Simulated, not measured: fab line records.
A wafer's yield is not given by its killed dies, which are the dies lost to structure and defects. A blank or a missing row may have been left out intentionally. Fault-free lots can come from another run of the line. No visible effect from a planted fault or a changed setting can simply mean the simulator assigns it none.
Matching of chambers ; flow n5-finfet ; N5_BEOL_M4_DEP_57 on pecvd-01 has 3 sister chambers
The step deposits SiCN from 3MS/NH3, target thk 8 nm, time 14 s. 22 wafers are shown with their chamber, then 11 later ones without.

WAFERS, EACH WITH ITS CHAMBER
wafer;chamber;showerhead-plenum-p-Torr (Torr);throttle-valve-pct (%)
L076.3;1;3.647;9.1
L076.4;0;3.641;9.2
L076.5;2;3.653;8.8
L078.2;2;3.662;8.6
L078.3;0;3.645;8.9
L078.4;2;3.644;8.9
L080.2;2;3.653;8.8
L080.4;2;3.664;8.5
L080.6;0;3.623;9.0
L079.1;1;3.653;9.4
L079.3;0;3.628;9.2
L079.4;1;3.653;8.7
L083.1;2;3.654;8.6
L083.4;0;3.627;9.0
L083.6;1;3.656;9.4
L086.1;1;3.658;9.0
L086.2;0;3.626;9.1
L086.4;2;3.660;8.7
L087.1;0;3.628;9.1
L087.3;1;3.648;9.0
L087.6;2;3.650;9.0
L090.3;2;3.665;8.5

SIGNATURES (averages over the wafers above)
reading;chamber 0;chamber 1;chamber 2;scatter within a chamber
showerhead-plenum-p-Torr;3.63114;3.65250;3.65611;0.00693
throttle-valve-pct;9.071;9.100;8.711;0.19
Rule: for a wafer and a chamber, the distance is found by dividing, reading by reading, the gap between the wafer's reading and the chamber's mean by the reading's scatter, squaring, summing and taking the root. The wafer belongs to the nearest chamber; if the next one is less than 2 further off, it can't be placed. The scatter is the square root of a quotient: the sum, over the shown wafers, of each reading's squared deviation from its chamber's mean, divided by wafers minus chambers.

WAFERS WITH NO CHAMBER GIVEN
wafer;showerhead-plenum-p-Torr (Torr);throttle-valve-pct (%)
L090.4;3.644;9.0
L090.6;3.639;8.9
L095.3;3.656;8.8
L095.4;3.645;8.9
L095.5;3.650;8.6
L094.1;3.662;9.0
L094.3;3.658;9.1
L094.5;3.652;9.1
L097.1;3.656;9.0
L097.3;3.639;9.3
L097.5;3.649;8.4

CHAMBER TAKEN BY EACH
wafer;from the rows above;in truth
L090.4;can't be placed: 1 or 0 or 2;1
L090.6;can't be placed: 0 or 1 or 2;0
L095.3;can't be placed: 2 or 1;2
L095.4;can't be placed: 1 or 2 or 0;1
L095.5;can't be placed: 2 or 1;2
L094.1;can't be placed: 1 or 2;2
L094.3;can't be placed: 1 or 2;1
L094.5;1;1
L097.1;can't be placed: 1 or 2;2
L097.3;can't be placed: 0 or 1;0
L097.5;can't be placed: 2 or 1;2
Placed correctly: 1 of 11. These rows do not allow placing 10 (true chamber among the candidates in 10). Placed wrongly: 0.
